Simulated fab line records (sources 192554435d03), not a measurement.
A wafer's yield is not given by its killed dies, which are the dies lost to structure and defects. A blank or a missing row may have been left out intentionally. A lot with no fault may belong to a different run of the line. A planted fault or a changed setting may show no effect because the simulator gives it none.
A struck lot beside a sound one | flow n5_finfet | 15 out of 1938 route steps
Sound: these wafers, L920.1, L920.2, L920.4. Wafers L925.2, L925.4, L925.6 were the ones struck. Last of all comes the cause.
For every step that has rows: the tool of each side, followed by ch and its chambers, followed by its first start. Under that, the readings that differ: sound wafers | struck wafers | difference of the means | sigmas: that difference in standard deviations of wafers without a fault.
alike: readings whose means differ by less than 2 such deviations, and words and numbers that are the same on both sides. not compared: withheld readings, readings that some wafer has no value for, bounds like >300 that may hide the same value, and numbers for which the record gives no deviation and whose values overlap.
Wherever a step has rows on one side only, a row that says differs or no value, or a row with sigmas, the two part there. Numbers that don't overlap but have no deviation are shown without sigmas and don't part them. Lack of a reading on every wafer of one side parts them only where that side has two or more wafers.

N5_BEOL_M10_ANNEAL_51: time 90 s.
  sound on rtp_anneal-01 ch 0, day 12 20:08; struck on rtp_anneal-02 ch 0, day 13 17:00
  alike: wafer_temp_C_max
N5_BEOL_M10_CMP_52: polishes, stops on SiCOH lowk, t overpolish 7 s, target thk 140 nm.
  sound on cmp-01 ch 1,2,3, day 12 20:27; struck on cmp-01 ch 1,3, day 13 17:17
  alike: barrier_field_endpoint_s, clearing_platen_rpm, motor_current_A, overpolish_run_s, slurry_flow_ml_min, time_to_endpoint_s
N5_BEOL_M10_THK_MEAS_53: measures by xrf.
  sound: film_metro-01 at day 12 20:44; struck: film_metro-02 at day 13 17:33
  alike: M10_THK
then, 2 steps without rows for these wafers: N5_BEOL_M10_PRE_CLEAN_55 (time 15 s); N5_BEOL_M10_DEP_56 (deposits SiCN from 3MS/NH3, target thk 15 nm, time 26.5 s).
N5_BEOL_M10_RS_MEAS_57: measures by four-point-probe.
  sound: film_metro-02 at day 12 20:53; struck: film_metro-02 at day 13 17:41
  alike: M10_RS
N5_BEOL_M10_INSPECT_58: inspects for defects (darkfield).
  sound: defect_inspect-02 at day 12 20:54; struck: defect_inspect-02 at day 13 17:43
  alike: raw_defect_count
N5_BEOL_M11_ILD_DEP_00: deposits SiCOH lowk from DEMS/porogen, target thk 308.51 nm, time 58 s.
  sound on pecvd-01 ch 0,2, day 12 20:56; struck on pecvd-04 ch 0,1,2, day 13 17:44
  reading            | sound       | struck      | difference | sigmas
  heater_power_w (W) | 298 334 237 | 389 449 394 | +121       | +2
  alike: showerhead_plenum_p_Torr, throttle_valve_pct
N5_BEOL_M11_CURE_71: cures SiCOH lowk, time 240 s.
  sound on uv_cure-03 ch 1, day 12 21:01; struck on uv_cure-01 ch 1, day 13 17:54
  reading          | sound             | struck            | difference | sigmas
  wafer_temp_C_max | 387.0 387.5 387.1 | 389.7 388.7 388.3 | +1.7       | +2
  alike: lamp_power_pct
N5_BEOL_M11_THK_MEAS_01:
  sound: film_metro-02 at day 12 21:32; struck: film_metro-01 at day 13 18:20
  alike: M11_ILD_THK
then, 1 step without rows for these wafers: N5_BEOL_M11_PECVD_70 (deposits SiO2 from TEOS/O2, target thk 20 nm, time 22.7 s).
N5_BEOL_M11_HM_DEP_02: deposits TiN, target thk 20 nm.
  sound: pvd_sputter-01 at day 12 22:14; struck: pvd_sputter-02 at day 13 19:04
  alike: chamber_pressure_pa, throttle_valve_pct
N5_BEOL_M11_COAT_59: time 60 s, resist thk 100 nm.
  sound on litho_track-04 ch 0, day 12 22:22; struck on litho_track-04 ch 0, day 13 19:13
  reading                  | sound                | struck               | difference | sigmas
  heater_power_total_W (W) | 498.3 501.6 497.6    | 515.9 519.3 519.0    | +18.9      | +10
  plate_temp_C (C)         | 249.92 249.86 249.77 | 256.34 256.52 256.49 | +6.60      | +39
  alike: exhaust_pa
then, 1 step without rows for these wafers: N5_BEOL_M11_COAT_60 (time 60 s, resist thk 30 nm).
N5_PASSIVATION_PROBE_49:
  the record has rows for the sound wafers here (prober-02, day 14 22:40) and none for the struck ones

== WHERE THEY PART ==
Earliest at N5_BEOL_M11_ILD_DEP_00; latest, in this record, at N5_PASSIVATION_PROBE_49.

WHY: what the simulator had put in
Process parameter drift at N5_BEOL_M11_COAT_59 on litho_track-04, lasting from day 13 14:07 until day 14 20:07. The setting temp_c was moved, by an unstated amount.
